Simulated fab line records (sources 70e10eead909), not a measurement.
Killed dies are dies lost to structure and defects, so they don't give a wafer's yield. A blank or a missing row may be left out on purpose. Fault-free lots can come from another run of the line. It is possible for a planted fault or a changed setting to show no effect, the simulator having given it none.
A sampling plan put to the test / flow nand harc / each of the 33 faults these records tell of, on one fab line, judged from the records of the lots it struck
The line's own looks make up the plan; these are the steps of the route where a gauge or inspection reads the wafer and leaves it unchanged. Where struck wafers have a number at a look and the file lists that look's usual mean and standard deviation on fault-free wafers, the look can be judged. Caught: at a look after the fault's first step, the mean of the struck wafers lies 4 or more of those standard deviations (sigma) from the usual mean. On the tool: the fault's steps, tested the same way using the tool's own readings. It also counts as caught if the struck wafers ran another recipe or if their record alone is blank.

== THE FAULTS, as the simulator had put them in ==
1. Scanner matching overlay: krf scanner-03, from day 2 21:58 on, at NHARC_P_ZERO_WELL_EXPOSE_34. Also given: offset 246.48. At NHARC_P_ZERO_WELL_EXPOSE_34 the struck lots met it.
2. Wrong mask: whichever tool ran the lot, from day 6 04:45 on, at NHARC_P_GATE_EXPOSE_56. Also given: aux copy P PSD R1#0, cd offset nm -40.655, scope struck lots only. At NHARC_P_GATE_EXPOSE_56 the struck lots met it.
3. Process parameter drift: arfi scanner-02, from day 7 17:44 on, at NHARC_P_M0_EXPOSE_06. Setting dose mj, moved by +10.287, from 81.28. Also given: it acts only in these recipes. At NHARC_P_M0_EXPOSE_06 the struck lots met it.
4. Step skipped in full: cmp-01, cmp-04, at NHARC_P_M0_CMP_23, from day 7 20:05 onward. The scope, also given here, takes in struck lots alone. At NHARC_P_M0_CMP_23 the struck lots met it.
5. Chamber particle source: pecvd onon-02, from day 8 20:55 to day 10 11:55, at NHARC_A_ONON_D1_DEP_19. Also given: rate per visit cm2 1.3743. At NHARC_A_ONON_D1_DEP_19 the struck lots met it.
6. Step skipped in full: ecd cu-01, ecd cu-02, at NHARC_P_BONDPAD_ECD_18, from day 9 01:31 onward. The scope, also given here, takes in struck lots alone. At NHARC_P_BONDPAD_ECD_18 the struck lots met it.
7. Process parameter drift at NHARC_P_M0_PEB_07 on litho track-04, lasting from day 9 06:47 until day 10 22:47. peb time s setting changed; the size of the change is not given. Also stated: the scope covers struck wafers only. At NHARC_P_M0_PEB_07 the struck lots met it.
8. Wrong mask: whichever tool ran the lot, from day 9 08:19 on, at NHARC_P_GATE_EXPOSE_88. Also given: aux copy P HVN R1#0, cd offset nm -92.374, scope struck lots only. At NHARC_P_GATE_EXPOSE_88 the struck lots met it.
9. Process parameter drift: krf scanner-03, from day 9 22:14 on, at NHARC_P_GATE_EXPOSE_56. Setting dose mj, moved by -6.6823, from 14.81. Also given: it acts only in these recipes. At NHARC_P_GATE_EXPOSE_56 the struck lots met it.
10. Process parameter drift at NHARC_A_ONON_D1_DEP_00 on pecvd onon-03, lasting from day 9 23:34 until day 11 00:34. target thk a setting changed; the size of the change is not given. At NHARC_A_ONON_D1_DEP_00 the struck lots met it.
11. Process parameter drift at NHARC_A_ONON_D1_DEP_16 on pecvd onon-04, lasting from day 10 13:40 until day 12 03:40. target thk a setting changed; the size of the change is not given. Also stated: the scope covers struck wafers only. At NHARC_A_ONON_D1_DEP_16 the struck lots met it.
12. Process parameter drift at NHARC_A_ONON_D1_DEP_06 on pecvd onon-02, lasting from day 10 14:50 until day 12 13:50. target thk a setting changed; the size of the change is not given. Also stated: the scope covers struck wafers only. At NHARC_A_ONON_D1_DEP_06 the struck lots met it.
13. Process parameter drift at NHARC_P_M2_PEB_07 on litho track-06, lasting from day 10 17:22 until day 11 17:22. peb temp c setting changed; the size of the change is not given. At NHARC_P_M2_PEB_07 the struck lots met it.
14. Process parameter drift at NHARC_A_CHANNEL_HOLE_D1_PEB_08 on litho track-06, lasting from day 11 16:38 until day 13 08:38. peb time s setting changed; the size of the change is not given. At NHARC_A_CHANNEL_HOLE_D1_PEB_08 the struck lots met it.
15. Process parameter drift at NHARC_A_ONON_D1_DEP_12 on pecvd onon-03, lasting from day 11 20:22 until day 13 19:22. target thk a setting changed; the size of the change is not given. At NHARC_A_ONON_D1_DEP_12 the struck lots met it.
16. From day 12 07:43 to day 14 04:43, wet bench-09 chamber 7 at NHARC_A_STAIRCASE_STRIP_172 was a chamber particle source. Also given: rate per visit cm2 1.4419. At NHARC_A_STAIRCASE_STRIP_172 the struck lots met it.
17. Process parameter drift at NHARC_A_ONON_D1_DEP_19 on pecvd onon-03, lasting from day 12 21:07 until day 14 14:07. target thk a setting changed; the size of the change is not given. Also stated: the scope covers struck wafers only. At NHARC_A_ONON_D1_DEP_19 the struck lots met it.
18. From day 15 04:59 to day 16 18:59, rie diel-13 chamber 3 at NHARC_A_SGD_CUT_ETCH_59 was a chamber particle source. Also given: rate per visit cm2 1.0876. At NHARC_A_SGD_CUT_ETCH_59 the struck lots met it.
19. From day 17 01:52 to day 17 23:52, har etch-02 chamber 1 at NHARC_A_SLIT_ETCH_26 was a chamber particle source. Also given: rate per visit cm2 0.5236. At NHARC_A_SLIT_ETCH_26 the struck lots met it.
20. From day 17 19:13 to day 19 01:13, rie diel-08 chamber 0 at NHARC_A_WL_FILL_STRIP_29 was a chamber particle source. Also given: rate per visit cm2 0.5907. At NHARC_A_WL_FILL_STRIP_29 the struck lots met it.
21. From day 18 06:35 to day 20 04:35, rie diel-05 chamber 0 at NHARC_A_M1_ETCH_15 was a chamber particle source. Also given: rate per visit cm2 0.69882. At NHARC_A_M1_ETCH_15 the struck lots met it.
22. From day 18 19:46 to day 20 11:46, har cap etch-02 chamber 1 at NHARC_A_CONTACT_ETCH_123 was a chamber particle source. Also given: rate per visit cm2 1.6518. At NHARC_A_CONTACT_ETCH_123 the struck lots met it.
23. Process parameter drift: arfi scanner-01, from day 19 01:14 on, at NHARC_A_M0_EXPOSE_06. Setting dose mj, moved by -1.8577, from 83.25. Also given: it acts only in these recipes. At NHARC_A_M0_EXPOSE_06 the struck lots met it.
24. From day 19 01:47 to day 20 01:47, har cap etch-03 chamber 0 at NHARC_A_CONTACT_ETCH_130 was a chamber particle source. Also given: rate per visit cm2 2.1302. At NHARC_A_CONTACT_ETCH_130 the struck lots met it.
25. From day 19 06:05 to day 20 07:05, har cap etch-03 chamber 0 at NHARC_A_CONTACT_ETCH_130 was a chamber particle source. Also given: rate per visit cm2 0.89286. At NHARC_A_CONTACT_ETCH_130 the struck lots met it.
26. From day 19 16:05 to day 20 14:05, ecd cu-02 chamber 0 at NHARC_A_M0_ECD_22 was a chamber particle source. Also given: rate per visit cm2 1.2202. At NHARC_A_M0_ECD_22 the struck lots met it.
27. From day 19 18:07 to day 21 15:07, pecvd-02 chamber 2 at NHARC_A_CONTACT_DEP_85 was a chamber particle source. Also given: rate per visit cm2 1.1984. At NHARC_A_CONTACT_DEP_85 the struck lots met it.
28. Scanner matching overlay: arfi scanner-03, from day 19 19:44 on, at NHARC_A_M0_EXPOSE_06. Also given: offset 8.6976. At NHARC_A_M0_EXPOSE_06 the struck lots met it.
29. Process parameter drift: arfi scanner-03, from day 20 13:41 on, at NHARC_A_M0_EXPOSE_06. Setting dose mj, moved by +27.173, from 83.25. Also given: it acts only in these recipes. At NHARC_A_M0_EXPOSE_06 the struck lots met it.
30. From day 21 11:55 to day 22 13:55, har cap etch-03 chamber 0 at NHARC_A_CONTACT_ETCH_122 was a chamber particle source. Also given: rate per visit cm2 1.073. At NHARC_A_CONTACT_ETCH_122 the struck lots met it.
31. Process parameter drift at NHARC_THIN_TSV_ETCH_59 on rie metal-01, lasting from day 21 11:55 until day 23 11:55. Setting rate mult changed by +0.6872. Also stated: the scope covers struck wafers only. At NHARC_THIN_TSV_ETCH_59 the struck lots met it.
32. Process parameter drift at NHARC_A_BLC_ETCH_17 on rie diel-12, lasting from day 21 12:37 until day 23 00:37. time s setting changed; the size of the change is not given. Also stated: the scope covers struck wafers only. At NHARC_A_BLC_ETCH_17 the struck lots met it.
33. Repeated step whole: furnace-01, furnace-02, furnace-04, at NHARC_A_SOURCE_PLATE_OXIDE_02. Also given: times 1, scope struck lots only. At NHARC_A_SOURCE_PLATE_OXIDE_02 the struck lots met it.

== WHAT THE PLAN SAW ==
fault=1; on the tool itself=no reading that can be judged; first look that catches it=NHARC_END_SORT_01; reading, sigma=killed at periphery +99 or beyond; median hours from its first step to that look=429.6; hours from the fault's start to the first struck lot there=437; judged looks passed uncaught=1
fault=2; on the tool itself=no reading that can be judged; first look that catches it=NHARC_P_GATE_CD_MEAS_59; reading, sigma=cd nm -36; median hours from its first step to that look=0.1; hours from the fault's start to the first struck lot there=2; judged looks passed uncaught=0
fault=3; on the tool itself=exposure dose mJ cm2 +99 or beyond sigma; first look that catches it=NHARC_P_M0_CD_MEAS_09; reading, sigma=cd nm +13; median hours from its first step to that look=0.1; hours from the fault's start to the first struck lot there=8; judged looks passed uncaught=0
fault=4; on the tool itself=the tool's record is blank for the struck wafers; first look that catches it=NHARC_P_M0_THK_MEAS_24; reading, sigma=thk nm +99 or beyond; median hours from its first step to that look=0.3; hours from the fault's start to the first struck lot there=8; judged looks passed uncaught=0
fault=5; on the tool itself=under 2 sigma; first look that catches it=NHARC_END_SORT_01; reading, sigma=killed at array +8.1; median hours from its first step to that look=265.7; hours from the fault's start to the first struck lot there=272; judged looks passed uncaught=1
fault=6; on the tool itself=the tool's record is blank for the struck wafers; first look that catches it=NHARC_P_BONDPAD_THK_MEAS_20; reading, sigma=thk nm -99 or beyond; median hours from its first step to that look=1.1; hours from the fault's start to the first struck lot there=4; judged looks passed uncaught=0
fault=7; on the tool itself=heater power total W +99 or beyond sigma; first look that catches it=NHARC_P_M0_CD_MEAS_09; reading, sigma=cd nm -47; median hours from its first step to that look=0.1; hours from the fault's start to the first struck lot there=15; judged looks passed uncaught=0
fault=8; on the tool itself=under 2 sigma; first look that catches it=NHARC_P_GATE_CD_MEAS_91; reading, sigma=cd nm -67; median hours from its first step to that look=0.2; hours from the fault's start to the first struck lot there=2; judged looks passed uncaught=0
fault=9; on the tool itself=exposure dose mJ cm2 -99 or beyond sigma; first look that catches it=NHARC_P_GATE_CD_MEAS_59; reading, sigma=cd nm -93; median hours from its first step to that look=0.2; hours from the fault's start to the first struck lot there=3; judged looks passed uncaught=0
fault=10; on the tool itself=under 2 sigma; first look that catches it=NHARC_A_ONON_D1_THK_MEAS_02; reading, sigma=thk nm +32; median hours from its first step to that look=0.5; hours from the fault's start to the first struck lot there=6; judged looks passed uncaught=0
fault=11; on the tool itself=under 2 sigma; first look that catches it=NHARC_A_ONON_D1_THK_MEAS_18; reading, sigma=thk nm -41; median hours from its first step to that look=0.5; hours from the fault's start to the first struck lot there=2; judged looks passed uncaught=0
fault=12; on the tool itself=under 2 sigma; first look that catches it=NHARC_A_ONON_D1_THK_MEAS_08; reading, sigma=thk nm -29; median hours from its first step to that look=0.5; hours from the fault's start to the first struck lot there=9; judged looks passed uncaught=0
fault=13; on the tool itself=plate temp C +75 sigma; first look that catches it=NHARC_P_M2_CD_MEAS_09; reading, sigma=cd nm +59; median hours from its first step to that look=0.1; hours from the fault's start to the first struck lot there=3; judged looks passed uncaught=0
fault=14; on the tool itself=no reading that can be judged; first look that catches it=NHARC_A_CHANNEL_HOLE_D1_CD_MEAS_10; reading, sigma=cd nm +6.2; median hours from its first step to that look=0.1; hours from the fault's start to the first struck lot there=17; judged looks passed uncaught=0
fault=15; on the tool itself=under 2 sigma; first look that catches it=NHARC_A_ONON_D1_THK_MEAS_14; reading, sigma=thk nm +66; median hours from its first step to that look=0.5; hours from the fault's start to the first struck lot there=0; judged looks passed uncaught=0
fault=16; on the tool itself=no reading that can be judged; first look that catches it=NHARC_END_SORT_01; reading, sigma=killed dies +4.3; median hours from its first step to that look=198.0; hours from the fault's start to the first struck lot there=218; judged looks passed uncaught=1
fault=17; on the tool itself=under 2 sigma; first look that catches it=NHARC_A_ONON_D1_THK_MEAS_21; reading, sigma=thk nm -5.3; median hours from its first step to that look=0.5; hours from the fault's start to the first struck lot there=12; judged looks passed uncaught=0
fault=18; on the tool itself=under 2 sigma; first look that catches it=NHARC_END_SORT_01; reading, sigma=killed dies +6.8; median hours from its first step to that look=123.7; hours from the fault's start to the first struck lot there=149; judged looks passed uncaught=0
fault=19; on the tool itself=under 2 sigma; first look that catches it=NHARC_A_SIN_REMOVE_INSPECT_04; reading, sigma=raw defect count +4.6; median hours from its first step to that look=8.9; hours from the fault's start to the first struck lot there=12; judged looks passed uncaught=0
fault=20; on the tool itself=under 2 sigma; first look that catches it=not the one look that can be judged after it; reading, sigma=strongest: killed dies at NHARC_END_SORT_01, +3.0; median hours from its first step to that look=-; hours from the fault's start to the first struck lot there=-; judged looks passed uncaught=1
fault=21; on the tool itself=under 2 sigma; first look that catches it=NHARC_END_SORT_01; reading, sigma=sort_bin_3_pct +7.5; median hours from its first step to that look=41.4; hours from the fault's start to the first struck lot there=48; judged looks passed uncaught=2
fault=22; on the tool itself=no reading that can be judged; first look that catches it=NHARC_END_SORT_01; reading, sigma=killed at array +8.2; median hours from its first step to that look=71.1; hours from the fault's start to the first struck lot there=76; judged looks passed uncaught=1
fault=23; on the tool itself=exposure dose mJ cm2 -21 sigma; first look that catches it=none of the 5 looks that can be judged after it; reading, sigma=strongest: cd nm at NHARC_A_M0_CD_MEAS_16, -2.7; median hours from its first step to that look=-; hours from the fault's start to the first struck lot there=-; judged looks passed uncaught=5
fault=24; on the tool itself=no reading that can be judged; first look that catches it=NHARC_END_SORT_01; reading, sigma=killed dies +7.1; median hours from its first step to that look=60.9; hours from the fault's start to the first struck lot there=57; judged looks passed uncaught=3
fault=25; on the tool itself=no reading that can be judged; first look that catches it=NHARC_END_SORT_01; reading, sigma=killed at array +5.5; median hours from its first step to that look=61.4; hours from the fault's start to the first struck lot there=80; judged looks passed uncaught=1
fault=26; on the tool itself=under 2 sigma; first look that catches it=NHARC_END_SORT_01; reading, sigma=defect limited yield -40; median hours from its first step to that look=40.5; hours from the fault's start to the first struck lot there=42; judged looks passed uncaught=1
fault=27; on the tool itself=under 2 sigma; first look that catches it=NHARC_A_CONTACT_INSPECT_10; reading, sigma=raw defect count +47; median hours from its first step to that look=0.7; hours from the fault's start to the first struck lot there=35; judged looks passed uncaught=0
fault=28; on the tool itself=under 2 sigma; first look that catches it=NHARC_A_M0_OVL_MEAS_10; reading, sigma=overlay x nm +11; median hours from its first step to that look=0.2; hours from the fault's start to the first struck lot there=9; judged looks passed uncaught=0
fault=29; on the tool itself=exposure dose mJ cm2 +99 or beyond sigma; first look that catches it=NHARC_A_M0_CD_MEAS_09; reading, sigma=cd nm +23; median hours from its first step to that look=0.1; hours from the fault's start to the first struck lot there=9; judged looks passed uncaught=0
fault=30; on the tool itself=no reading that can be judged; first look that catches it=NHARC_END_SORT_01; reading, sigma=killed at array +6.9; median hours from its first step to that look=70.7; hours from the fault's start to the first struck lot there=81; judged looks passed uncaught=0
fault=31; on the tool itself=oes product au +54 sigma; first look that catches it=NHARC_THIN_TSV_CD_MEAS_37; reading, sigma=cd nm -9.8; median hours from its first step to that look=1.2; hours from the fault's start to the first struck lot there=2; judged looks passed uncaught=0
fault=32; on the tool itself=run length s -99 or beyond sigma; first look that catches it=not the one look that can be judged after it; reading, sigma=strongest: cd nm at NHARC_A_BLC_CD_MEAS_19, +2.2; median hours from its first step to that look=-; hours from the fault's start to the first struck lot there=-; judged looks passed uncaught=1
fault=33; on the tool itself=under 2 sigma; first look that catches it=NHARC_A_SOURCE_PLATE_THK_MEAS_09; reading, sigma=thk nm +5.1; median hours from its first step to that look=8.3; hours from the fault's start to the first struck lot there=-; judged looks passed uncaught=0
A dash: this means the fault isn't caught or the number doesn't appear in these records.

Caught at a look: 30 of 33. Caught on the tool: 10 of 33. By one or the other: 32 of 33.
Caught on the tool alone: faults 23, 32.
Caught at a look alone: faults 1, 2, 5, 8, 10, 11, 12, 14, 15, 16, 17, 18, 19, 21, 22, 24, 25, 26, 27, 28, 30, 33.
Caught by neither: fault 20.

== THINNER SAMPLING ==
Were the look that catches a fault to measure just every second or every third lot (counted by lot number), the first struck lot would, at worst, be measured this late:
fault=1; struck lots at that look, in order of time=L643, L642; every lot=437 h; every second lot=437 h; every third lot=may miss all 2
fault=2; struck lots at that look, in order of time=L993; every lot=2 h; every second lot=may miss it; every third lot=may miss it
fault=3; struck lots at that look, in order of time=L668, L666; every lot=8 h; every second lot=may miss all 2; every third lot=may miss all 2
fault=4; struck lots at that look, in order of time=L785, L783; every lot=8 h; every second lot=may miss all 2; every third lot=may miss all 2
fault=5; struck lots at that look, in order of time=L283, L286; every lot=272 h; every second lot=294 h; every third lot=may miss all 2
fault=6; struck lots at that look, in order of time=L779, L778; every lot=4 h; every second lot=4 h; every third lot=may miss all 2
fault=7; struck lots at that look, in order of time=L839; every lot=15 h; every second lot=may miss it; every third lot=may miss it
fault=8; struck lots at that look, in order of time=L994; every lot=2 h; every second lot=may miss it; every third lot=may miss it
fault=9; struck lots at that look, in order of time=L918, L920; every lot=3 h; every second lot=may miss all 2; every third lot=may miss all 2
fault=10; struck lots at that look, in order of time=L309, L312; every lot=6 h; every second lot=23 h; every third lot=may miss all 2
fault=11; struck lots at that look, in order of time=L627, L634; every lot=2 h; every second lot=38 h; every third lot=may miss all 2
fault=12; struck lots at that look, in order of time=L889, L891; every lot=9 h; every second lot=may miss all 2; every third lot=may miss all 2
fault=13; struck lots at that look, in order of time=L714, L716; every lot=3 h; every second lot=may miss all 2; every third lot=may miss all 2
fault=14; struck lots at that look, in order of time=L594, L593; every lot=17 h; every second lot=19 h; every third lot=may miss all 2
fault=15; struck lots at that look, in order of time=L243, L241, L249; every lot=0 h; every second lot=may miss all 3; every third lot=may miss all 3
fault=16; struck lots at that look, in order of time=L115; every lot=218 h; every second lot=may miss it; every third lot=may miss it
fault=17; struck lots at that look, in order of time=L742; every lot=12 h; every second lot=may miss it; every third lot=may miss it
fault=18; struck lots at that look, in order of time=L881; every lot=149 h; every second lot=may miss it; every third lot=may miss it
fault=19; struck lots at that look, in order of time=L455, L458; every lot=12 h; every second lot=22 h; every third lot=may miss all 2
fault=21; struck lots at that look, in order of time=L220; every lot=48 h; every second lot=may miss it; every third lot=may miss it
fault=22; struck lots at that look, in order of time=L830, L829, L832; every lot=76 h; every second lot=76 h; every third lot=may miss all 3
fault=24; struck lots at that look, in order of time=L299, L302; every lot=57 h; every second lot=70 h; every third lot=may miss all 2
fault=25; struck lots at that look, in order of time=L830; every lot=80 h; every second lot=may miss it; every third lot=may miss it
fault=26; struck lots at that look, in order of time=L487, L486, L489; every lot=42 h; every second lot=44 h; every third lot=may miss all 3
fault=27; struck lots at that look, in order of time=L302; every lot=35 h; every second lot=may miss it; every third lot=may miss it
fault=28; struck lots at that look, in order of time=L956, L957, L959; every lot=9 h; every second lot=27 h; every third lot=may miss all 3
fault=29; struck lots at that look, in order of time=L337, L340, L339, L341; every lot=9 h; every second lot=33 h; every third lot=40 h
fault=30; struck lots at that look, in order of time=L289, L290; every lot=81 h; every second lot=93 h; every third lot=may miss all 2
fault=31; struck lots at that look, in order of time=L653, L656; every lot=2 h; every second lot=18 h; every third lot=may miss all 2
The hour figures run from when the fault began to the first measured lot among those it struck. 4 sigma limit: tested on the pooled struck wafers, so a lone lot may be under it. Other struck lots may not be in these records.

== THE LONGEST TIMED WAY FROM STEP TO LOOK ==
In fault 1, a median of 429.6 hours elapses between NHARC_P_ZERO_WELL_EXPOSE_34 and NHARC_END_SORT_01. The look between them that can be judged stayed within 4 sigma: NHARC_THIN_TSV_CD_MEAS_16.
